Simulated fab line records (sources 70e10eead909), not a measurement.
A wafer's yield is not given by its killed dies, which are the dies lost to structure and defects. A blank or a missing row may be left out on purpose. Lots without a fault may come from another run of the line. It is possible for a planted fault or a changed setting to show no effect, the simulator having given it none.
Chamber matching	flow nandHarc	NHARC_A_BONDPAD_CMP_19 on cmp-01: 4 sister chambers
The step polishes, t overpolish 30 s, cu recess touch 16 s, target thk 169.82 nm. 16 wafers are shown with their chamber, then 8 later ones without.

== EACH WAFER AND ITS CHAMBER ==
wafer	chamber	motorCurrentA (A)	overpolishRunS (s)
L675.1	3	12.3	29.993
L675.3	2	12.3	30.026
L675.4	1	13.1	29.992
L676.1	1	13.5	30.000
L676.3	2	12.2	29.997
L676.5	3	12.7	29.992
L680.1	0	12.9	29.992
L680.4	2	12.0	30.006
L680.5	2	12.6	30.005
L682.1	2	12.2	30.005
L682.3	0	12.9	30.016
L682.6	3	11.7	30.006
L681.3	3	12.1	30.001
L681.4	0	13.4	29.997
L681.5	0	13.1	30.001
L683.1	0	13.0	29.994

SIGNATURES (means of the wafers above)
reading	chamber 0	chamber 1	chamber 2	chamber 3	scatter within a chamber
motorCurrentA	13.060	13.300	12.260	12.200	0.283
overpolishRunS	30.00000	29.99600	30.00780	29.99800	0.00912
Rule: a wafer's distance from a chamber is the root of the sum, over the readings, of the square of ((its reading less the chamber's mean) divided by the reading's scatter). If the next closest chamber is less than 2 further off than the closest, the wafer can't be placed; otherwise it belongs to the closest. The scatter is the square root of a quotient: the sum, over the shown wafers, of each reading's squared deviation from its chamber's mean, divided by wafers minus chambers.

== WAFERS WITHOUT THEIR CHAMBER ==
wafer	motorCurrentA (A)	overpolishRunS (s)
L683.4	13.7	29.982
L683.5	13.6	30.003
L686.2	12.9	30.007
L686.4	12.8	29.997
L686.5	11.4	30.001
L697.2	12.8	30.010
L697.3	12.2	29.983
L697.5	13.4	30.004

== CHAMBER TAKEN BY EACH ==
wafer	from the rows above	in truth
L683.4	can't be placed: 1 or 0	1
L683.5	can't be placed: 1 or 0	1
L686.2	can't be placed: 0 or 1 or 2 or 3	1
L686.4	can't be placed: 0 or 1 or 3 or 2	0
L686.5	can't be placed: 3 or 2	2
L697.2	can't be placed: 0 or 2 or 1 or 3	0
L697.3	can't be placed: 3 or 2 or 0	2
L697.5	can't be placed: 1 or 0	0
Correct placement for 0 of the 8. Can't be placed from these rows: 8 (the true chamber is among the candidates in 8). 0 placed wrongly.
